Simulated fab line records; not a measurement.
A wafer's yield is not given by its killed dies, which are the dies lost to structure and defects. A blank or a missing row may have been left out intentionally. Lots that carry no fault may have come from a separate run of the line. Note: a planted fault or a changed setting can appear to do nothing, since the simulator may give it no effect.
Lot-split experiment	flow n5 finfet	on a route of 1938 steps: 7 lots, 39 wafers read

ON THE SPLIT
At N5_SD_EPI_N_DEVELOP_08 (develop time 30 s), the setting develop time s was moved away from the recipe's 30 s on 12 of the 39 wafers read, by -53.9% to +30.5%. For the rest of the wafers, this setting stayed at what the recipe calls for.

Split to reading: the file shows no intervening step.

THE READING
cd nm at N5_SD_EPI_N_CD_MEAS_09, given in nm (cd target 120 nm). Fault-free wafers of this fab line usually give 120.0 nm, standard deviation 0.6 nm.

wafer	tool, chamber at the split	develop time s as run, s	against the recipe	cd nm, nm	against lot-mates on the recipe
L078.1	litho track-04, 0	30	recipe	119.4	-
L078.2	litho track-04, 0	30	recipe	119.8	-
L078.3	litho track-04, 0	30	recipe	120.0	-
L078.4	litho track-04, 0	13.82	-53.9%	115.0	-4.7
L078.5	litho track-04, 0	13.82	-53.9%	116.2	-3.5
L078.6	litho track-04, 0	13.82	-53.9%	115.7	-4.0
L079.1	litho track-04, 0	30	recipe	120.0	-
L079.3	litho track-04, 0	30	recipe	120.1	-
L079.4	litho track-04, 0	30	recipe	119.9	-
L080.1	litho track-04, 0	30	recipe	120.4	-
L080.2	litho track-04, 0	30	recipe	120.2	-
L080.3	litho track-04, 0	30	recipe	120.6	-
L080.4	litho track-04, 0	30	recipe	120.2	-
L080.5	litho track-04, 0	30	recipe	120.1	-
L080.6	litho track-04, 0	30	recipe	121.0	-
L089.1	litho track-03, 0	30	recipe	120.2	-
L089.2	litho track-03, 0	38.16	+27.2%	121.6	+1.3
L089.3	litho track-03, 0	30	recipe	120.6	-
L089.4	litho track-03, 0	30	recipe	120.2	-
L089.5	litho track-03, 0	38.16	+27.2%	121.0	+0.7
L089.6	litho track-03, 0	38.16	+27.2%	121.1	+0.8
L090.1	litho track-04, 0	30	recipe	120.4	-
L090.2	litho track-04, 0	18.62	-37.9%	117.3	-2.5
L090.3	litho track-04, 0	30	recipe	119.2	-
L090.4	litho track-04, 0	18.62	-37.9%	117.8	-2.0
L090.5	litho track-04, 0	30	recipe	119.8	-
L090.6	litho track-04, 0	18.62	-37.9%	116.7	-3.1
L093.1	litho track-02, 0	39.15	+30.5%	120.4	+0.2
L093.2	litho track-02, 0	39.15	+30.5%	121.4	+1.2
L093.3	litho track-02, 0	39.15	+30.5%	120.7	+0.5
L093.4	litho track-02, 0	30	recipe	119.8	-
L093.5	litho track-02, 0	30	recipe	120.8	-
L093.6	litho track-02, 0	30	recipe	120.1	-
L095.1	litho track-04, 0	30	recipe	119.9	-
L095.2	litho track-04, 0	30	recipe	120.5	-
L095.3	litho track-04, 0	30	recipe	120.9	-
L095.4	litho track-04, 0	30	recipe	120.4	-
L095.5	litho track-04, 0	30	recipe	121.3	-
L095.6	litho track-04, 0	30	recipe	120.1	-

FIT RESULTS
A straight line over all 39 wafers: cd nm changes by +0.0658 nm for each +1% of develop time s; r = +0.91; the points scatter about the line by 0.66 nm.
The same after taking each lot's own level away (the mean of its wafers on the recipe; 39 wafers): +0.0585 nm for each +1%; r = +0.91; scatter 0.57 nm.
On that fit, the largest move of develop time s shifts the reading by 3.2 nm.
From 119.73 to 120.52 nm: that is the span of the lots' own levels, equal to 1.3 times the standard deviation above.
So the slope is not independent of the lot-to-lot level: the two fits are not the same.
Check: -3.11 nm against its lot-mates is what the line predicts for one of the wafers moved furthest among these (-53.9%) when that wafer is left out of the fit. Against them it came out at -4.73 nm.

THESE WAFERS: OTHER SPLITS
These wafers also went through other splits before the reading. Each is held against what the fit with the lots' levels taken away leaves over:
other split on the same wafers	wafers away from the commonest value	r with cd nm (lot level and that fit taken away)
N5_FIN_SAQP_PECVD_06 time s	12	+0.09

THE WHOLE CHAIN: every reading that the file lists as answering this split, in the file's order
step	what it does	reading	change (the file's fit)	r (the file's)
N5_SD_EPI_N_CD_MEAS_09	target cd 120 nm	cd nm	+0.0606 nm for each +1% of the setting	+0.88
N5_SD_EPI_N_DESCUM_14	chemistry O2, time 7.9 s	SD_EPI_N.cd nm (the simulator's own value, which no gauge read)	+0.0603 nm for each +1% of the setting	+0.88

FILE'S OWN FIT
cd nm changes by +0.0606 nm for each +1% of develop time s, r = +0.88.
